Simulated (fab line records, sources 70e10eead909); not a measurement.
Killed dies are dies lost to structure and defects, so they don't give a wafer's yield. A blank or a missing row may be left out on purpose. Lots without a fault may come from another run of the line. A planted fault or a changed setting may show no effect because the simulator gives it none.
Which tool did it? | flow nand_harc | 13 lots, 39 wafers sampled, at 5 steps of a route of 1302

WHAT THE GAUGES READ, wafer by wafer
NHARC_END_SORT_01. Usual: defect_limited_yield 91 %, standard deviation 3; killed_at_array 55, standard deviation 20; killed_at_other 1.2, standard deviation 1.3; killed_at_periphery 4.0, standard deviation 3; killed_dies 60, standard deviation 21; killed_open 3.2, standard deviation 1.9; killed_short 2.5, standard deviation 1.6.
lot  | measured     | on        | defect_limited_yield (%) | killed_at_array | killed_at_other | killed_at_periphery | killed_dies | killed_open | killed_short | flag
L962 | day 25 02:03 | prober-02 | 95 95 96                 | 31 26 22        | 0 0 0           | 2 6 2               | 33 32 24    | 3 5 3       | 1 2 1        |
L963 | day 25 12:42 | prober-02 | 95 96 96                 | 22 23 19        | 0 0 0           | 11 4 5              | 33 27 24    | 5 7 4       | 1 5 1        |
L965 | day 26 06:44 | prober-02 | 79 83 82                 | 61 48 48        | 4 1 2           | 77 66 71            | 142 115 121 | 4 6 4       | 5 0 1        | OFF
L966 | day 26 23:45 | prober-01 | 81 79 81                 | 61 70 67        | 0 0 1           | 65 74 64            | 126 144 132 | 2 1 1       | 2 1 1        | OFF
L968 | day 27 09:07 | prober-01 | 90                       | 63              | 0               | 3                   | 66          | 1           | 2            |
L975 | day 30 19:30 | prober-02 | 92 91 91                 | 48 52 55        | 1 3 4           | 4 7 4               | 53 62 63    | 3 3 2       | 6 2 2        |
L983 | day 33 21:07 | prober-01 | 96 97 97                 | 24 19 19        | 2 0 2           | 4 4 0               | 30 23 21    | 2 7 3       | 1 1 4        |

WHICH TOOL RAN EACH LOT (tool, then ch and the chambers of the sampled wafers, then the start)
lot  | NHARC_P_BONDPAD_DEP_00          | NHARC_THIN_TSV_ETCHBACK_48         | NHARC_THIN_TSV_PVD_51                   | NHARC_THIN_TSV_PRE_CLEAN_54
L960 | pecvd-04 ch 0,1,2, day 6 12:13  | rie_diel-06 ch 1,2, day 24 00:09   | pvd_sputter-01, day 24 02:46 or earlier | pvd_sputter-02, day 24 02:46
L962 | pecvd-01 ch 0,1, day 7 07:20    | rie_diel-06 ch 0,2,3, day 24 12:35 | pvd_sputter-03, day 24 15:09 or earlier | pvd_sputter-03, day 24 15:09
L963 | pecvd-01 ch 1,2, day 7 20:35    | rie_diel-05 ch 1,2,3, day 24 23:52 | pvd_sputter-01, day 25 02:33 or earlier | pvd_sputter-01, day 25 02:33
L965 | pecvd-01 ch 0,1, day 8 13:25    | rie_diel-06 ch 2,3, day 25 17:17   | pvd_sputter-02, day 25 19:52 or earlier | pvd_sputter-02, day 25 19:52
L966 | pecvd-01 ch 0,1, day 9 02:05    | rie_diel-05 ch 1,2, day 26 10:16   | pvd_sputter-01, day 26 12:55 or earlier | pvd_sputter-03, day 26 12:55
L968 | pecvd-04 ch 0,1,2, day 10 00:32 | rie_diel-05 ch 0,3, day 26 18:49   | pvd_sputter-02, day 26 21:25 or earlier | pvd_sputter-01, day 26 21:25
L975 | pecvd-02 ch 1,2, day 12 17:18   | rie_diel-06 ch 0,2,3, day 30 05:35 | pvd_sputter-01, day 30 08:10 or earlier | pvd_sputter-01, day 30 08:10
L977 | pecvd-01 ch 0,2, day 13 15:27   | rie_diel-05 ch 0,1,3, day 30 14:32 | pvd_sputter-01, day 30 17:07 or earlier | pvd_sputter-02, day 30 17:07
L978 | pecvd-04 ch 0,1,2, day 14 11:26 | rie_diel-05 ch 1,2, day 32 07:25   | pvd_sputter-01, day 32 10:01 or earlier | pvd_sputter-02, day 32 10:01
L979 | pecvd-01 ch 0,2, day 14 16:17   | rie_diel-06 ch 0,1,3, day 32 06:16 | pvd_sputter-03, day 32 08:49 or earlier | pvd_sputter-03, day 32 08:49
L981 | pecvd-04 ch 0,1, day 15 02:01   | rie_diel-07 ch 0,2,3, day 32 14:19 | pvd_sputter-03, day 32 17:00 or earlier | pvd_sputter-03, day 32 17:00
L982 | pecvd-01 ch 0,1,2, day 15 16:15 | rie_diel-06 ch 0,2, day 32 20:02   | pvd_sputter-03, day 32 22:35 or earlier | pvd_sputter-02, day 32 22:35
L983 | pecvd-02 ch 0,1,2, day 16 04:10 | rie_diel-06 ch 1,3, day 33 07:19   | pvd_sputter-01, day 33 09:59 or earlier | pvd_sputter-01, day 33 09:59
- NHARC_P_BONDPAD_DEP_00: deposits SiCN, target thk 250 nm.
- NHARC_THIN_TSV_ETCHBACK_48: etches the open film in C4F8/Ar, target depth 1028.5 nm, time 405.17 s.
- NHARC_THIN_TSV_PVD_51: deposits Cu, target thk 100 nm.
- NHARC_THIN_TSV_PRE_CLEAN_54: time 30 s.

WHAT THE TOOLS THEMSELVES READ (means of the sampled wafers that have a number; where no wafer has one, the mark that the record gives instead)
NHARC_P_BONDPAD_DEP_00. Usual: heater_power_w 549 W, standard deviation 87; showerhead_vpp_V 1315 V, standard deviation 41.
lot  | tool     | heater_power_w (W) | showerhead_vpp_V (V) | flag
L960 | pecvd-04 | 502                | 1336                 |
L962 | pecvd-01 | 491                | 1330                 |
L963 | pecvd-01 | 547                | 1316                 |
L965 | pecvd-01 | 528                | 1338                 |
L966 | pecvd-01 | 544                | 1335                 |
L968 | pecvd-04 | 517                | 1341                 |
L975 | pecvd-02 | 594                | 1316                 |
L977 | pecvd-01 | 528                | 1306                 |
L978 | pecvd-04 | 456                | 1332                 |
L979 | pecvd-01 | 515                | 1328                 |
L981 | pecvd-04 | 457                | 1349                 |
L982 | pecvd-01 | 583                | 1300                 |
L983 | pecvd-02 | 593                | 1294                 |

NHARC_THIN_TSV_ETCHBACK_48. Usual: oes_product_au 0.94 a.u., standard deviation 0.032; rf_vpp_V 546 V, standard deviation 3.4.
lot  | tool        | oes_product_au (a.u.) | rf_vpp_V (V) | flag
L960 | rie_diel-06 | 0.99                  | 549          |
L962 | rie_diel-06 | 0.92                  | 548          |
L963 | rie_diel-05 | 0.93                  | 546          |
L965 | rie_diel-06 | 0.90                  | 546          |
L966 | rie_diel-05 | 1.01                  | 544          |
L968 | rie_diel-05 | 0.94                  | 545          |
L975 | rie_diel-06 | 0.98                  | 547          |
L977 | rie_diel-05 | 0.92                  | 545          |
L978 | rie_diel-05 | 0.93                  | 543          |
L979 | rie_diel-06 | 0.95                  | 550          |
L981 | rie_diel-07 | 0.92                  | 549          |
L982 | rie_diel-06 | 0.91                  | 546          |
L983 | rie_diel-06 | 0.91                  | 550          |

NHARC_THIN_TSV_PVD_51. Usual: throttle_valve_pct 30.0 %, standard deviation 1.
lot  | tool           | throttle_valve_pct (%) | flag
L960 | pvd_sputter-01 | 30.9                   |
L962 | pvd_sputter-03 | 30.6                   |
L963 | pvd_sputter-01 | 29.2                   |
L965 | pvd_sputter-02 | 29.8                   |
L966 | pvd_sputter-01 | 30.1                   |
L968 | pvd_sputter-02 | 29.9                   |
L975 | pvd_sputter-01 | 30.1                   |
L977 | pvd_sputter-01 | 30.4                   |
L978 | pvd_sputter-01 | 29.1                   |
L979 | pvd_sputter-03 | 30.3                   |
L981 | pvd_sputter-03 | 29.9                   |
L982 | pvd_sputter-03 | 29.9                   |
L983 | pvd_sputter-01 | 31.1                   |

NHARC_THIN_TSV_PRE_CLEAN_54. Usual: heater_power_w 417 W, standard deviation 29.
lot  | tool           | heater_power_w (W) | flag
L960 | pvd_sputter-02 | 424                |
L962 | pvd_sputter-03 | 439                |
L963 | pvd_sputter-01 | 355                |
L965 | pvd_sputter-02 | 463                |
L966 | pvd_sputter-03 | 412                |
L968 | pvd_sputter-01 | 388                |
L975 | pvd_sputter-01 | 435                |
L977 | pvd_sputter-02 | 422                |
L978 | pvd_sputter-02 | 411                |
L979 | pvd_sputter-03 | 414                |
L981 | pvd_sputter-03 | 402                |
L982 | pvd_sputter-02 | 416                |
L983 | pvd_sputter-01 | 423                |

THE ANSWER, worked out from the rows above alone
Rule: a lot is off if the mean of its wafers that have a number lies more than 3 standard deviations from the usual mean. A lot without any number at a reading at which 4 lots or more have one is off too. The other lots that the step has rows for count as sound. The gauges are gone through in route order, then the tools' own readings, and for those a lot's mean is taken as printed above. The first step at which some lot is off is used, and at that step the reading that is off furthest; a lot without a number counts as furthest.
Off: L965, L966, at NHARC_END_SORT_01 (killed_at_periphery). Neither off nor sound, because the step has no rows for them: L960, L977, L978, L979, L981, L982.
A tool fits if, at a process step before that reading, it ran every lot that is off, and no sound lot after the first of them. The gauges at NHARC_END_SORT_01 are tried like those tools. NHARC_THIN_TSV_PVD_51 gives no start for some lots, so the hours and the order of its lots are those of NHARC_THIN_TSV_PRE_CLEAN_54. One fits: pecvd-01 at NHARC_P_BONDPAD_DEP_00. Its last sound lot is L963 (day 7 20:35), its first lot that is off L965 (day 8 13:25): a fault that began between those two fits.

WHAT THE SIMULATOR HAD PUT IN
Chamber particle source: pecvd-01, from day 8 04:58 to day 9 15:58, at NHARC_P_BONDPAD_DEP_00. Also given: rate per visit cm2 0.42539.
Lots struck among those shown: L965, L966. The rule above found the same.
